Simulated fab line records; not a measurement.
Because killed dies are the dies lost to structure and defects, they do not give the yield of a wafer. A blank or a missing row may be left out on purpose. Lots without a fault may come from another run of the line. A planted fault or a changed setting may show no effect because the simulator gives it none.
Matching of chambers -- flow n5Finfet -- 4 sister chambers for N5_MIM_TOP_ALD_00 on aldHk-02
The step deposits Al2O3, purge time 3 s, co reactant pulse time 3 s. 8 wafers are shown with their chamber, then 9 later ones without.

WAFERS, EACH WITH ITS CHAMBER
wafer,chamber,precursorPulseHeightRel
L079.6,0,0.994
L078.2,1,1.034
L084.4,1,1.006
L085.5,3,1.021
L085.6,2,1.024
L087.2,3,0.997
L087.4,2,1.003
L087.6,0,1.005

WAFERS WITH NO CHAMBER GIVEN
wafer,precursorPulseHeightRel
L088.2,1.022
L088.3,0.977
L088.5,0.998
L086.1,1.006
L086.2,0.999
L086.5,0.971
L093.3,1.011
L093.4,0.963
L093.5,0.988

WHICH CHAMBER EACH WENT THROUGH
wafer,from the rows above,in truth
L088.2,can't be placed: 1 or 2 or 3 or 0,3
L088.3,can't be placed: 0 or 3 or 2 or 1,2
L088.5,can't be placed: 0 or 3 or 2 or 1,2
L086.1,can't be placed: 3 or 0 or 2 or 1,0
L086.2,can't be placed: 0 or 3 or 2 or 1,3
L086.5,can't be placed: 0 or 3 or 2 or 1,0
L093.3,can't be placed: 3 or 2 or 1 or 0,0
L093.4,can't be placed: 0 or 3 or 2 or 1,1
L093.5,can't be placed: 0 or 3 or 2 or 1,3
Placed correctly: 0 of 9. Unplaceable from these rows: 9, with the true chamber sitting among the candidates in 9. Placed wrongly: 0.
How it was worked out, from the rows above alone: a wafer's distance from a chamber is the root of the sum, over the readings, of the square of ((its reading less the chamber's mean) divided by the reading's scatter). The wafer belongs to the nearest chamber; if the next one is less than 2 further off, it can't be placed. A chamber's mean is the mean of its shown wafers. The scatter is the square root of a quotient: the sum, over the shown wafers, of each reading's squared deviation from its chamber's mean, divided by wafers minus chambers.
